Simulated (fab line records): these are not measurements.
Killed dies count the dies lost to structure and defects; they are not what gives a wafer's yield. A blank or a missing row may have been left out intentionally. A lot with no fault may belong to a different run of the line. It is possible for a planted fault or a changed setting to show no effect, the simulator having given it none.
Which tool is to blame? | flow nand-harc | Sampling: 11 lots, 33 wafers, 5 of 1302 route steps

## WHAT THE GAUGES SHOWED, per wafer
NHARC_END_SORT_01.
lot  | measured     | on        | killed-at-array
L297 | day 26 11:11 | prober-02 | 45 51 54

## WHICH TOOL RAN EACH LOT (tool, then ch and the chambers of the sampled wafers, then the start)
lot  | NHARC_A_CHANNEL_HOLE_D1_ETCH_33  | NHARC_A_CHANNEL_FILL_D1_CMP_10 | NHARC_A_DECK1_JOINT_ETCHBACK_07  | NHARC_A_DECK1_JOINT_ETCHBACK_00
L292 | har-etch-01 ch 0,1, day 8 18:35  | cmp-01 ch 0,3, day 10 20:34    | rie-si-05 ch 2,3, day 10 21:02   | rie-si-01 ch 1,2, day 11 07:40
L295 | har-etch-02 ch 0,1, day 10 01:09 | cmp-02 ch 0,1,2, day 12 07:26  | rie-si-05 ch 0,2, day 12 07:55   | rie-si-05 ch 1,3, day 12 18:36
L297 | har-etch-01 ch 0,1, day 10 18:59 | cmp-02 ch 0,1,3, day 12 20:38  | rie-si-05 ch 0,1,2, day 12 21:08 | rie-si-01 ch 0,1,2, day 13 07:55
L301 | har-etch-01 ch 0,1, day 12 15:02 | cmp-04 ch 0,3, day 14 20:01    | rie-si-01 ch 2,3, day 14 20:30   | rie-si-05 ch 0,2,3, day 15 07:05
L304 | har-etch-01 ch 0,1, day 13 19:53 | cmp-04 ch 0,1, day 15 21:16    | rie-si-01 ch 0,1,3, day 15 21:45 | rie-si-01 ch 0,1, day 16 08:20
L306 | har-etch-02 ch 0,1, day 14 18:15 | cmp-02 ch 0,2,3, day 16 21:12  | rie-si-05 ch 0,2, day 16 21:41   | rie-si-05 ch 1,3, day 17 08:21
L308 | har-etch-02 ch 0,1, day 15 03:10 | cmp-04 ch 2,3, day 17 03:26    | rie-si-03 ch 0,2, day 17 03:56   | rie-si-05 ch 1,2, day 17 14:38
L309 | har-etch-01 ch 0,1, day 15 11:59 | cmp-01 ch 1,2, day 17 17:21    | rie-si-05 ch 0,2, day 17 17:49   | rie-si-01 ch 1,3, day 18 07:05
L311 | har-etch-01 ch 0,1, day 16 20:32 | cmp-04 ch 0,1,3, day 19 01:11  | rie-si-03 ch 0,2,3, day 19 01:41 | rie-si-01 ch 0,1,3, day 19 12:11
L313 | har-etch-01 ch 0,1, day 17 16:38 | cmp-04 ch 0,2,3, day 19 19:49  | rie-si-05 ch 1,2,3, day 19 20:19 | rie-si-05 ch 0,1,3, day 20 08:16
L315 | har-etch-02 ch 0,1, day 18 07:35 | cmp-02 ch 0,1,2, day 20 08:20  | rie-si-03 ch 1,2,3, day 20 08:51 | rie-si-03 ch 0,2,3, day 20 19:42
- NHARC_A_CHANNEL_HOLE_D1_ETCH_33: etches the open film in C4F8/O2/Ar, time 90 s, target depth 400 nm.
- NHARC_A_CHANNEL_FILL_D1_CMP_10: polishes, target thk 150 nm.
- NHARC_A_DECK1_JOINT_ETCHBACK_07: etches the open film in HBr, target depth 105 nm, time 26.9 s.
- NHARC_A_DECK1_JOINT_ETCHBACK_00: etches the open film in HBr, target depth 30 nm, time 17.4 s.

## THE ANSWER, worked out from the rows above alone
Rule: what is usual is taken from the lots themselves. Put in order of their means at a reading, lots are off if they are a third of the lots or fewer, leave a main group of 4 or more, and stand apart from it by a gap of 3 or more times the standard deviation of the main group's means; of several such gaps the widest counts. Not used: any main group whose means are identical at the precision the tables above print for the reading. Also off: a lot with no number at a reading for which 4 or more lots have one. Any other lot the step has rows for is counted as sound.
Nothing can be told from this: no lot is off at any reading shown.

## WHAT THE SIMULATOR HAD INSERTED
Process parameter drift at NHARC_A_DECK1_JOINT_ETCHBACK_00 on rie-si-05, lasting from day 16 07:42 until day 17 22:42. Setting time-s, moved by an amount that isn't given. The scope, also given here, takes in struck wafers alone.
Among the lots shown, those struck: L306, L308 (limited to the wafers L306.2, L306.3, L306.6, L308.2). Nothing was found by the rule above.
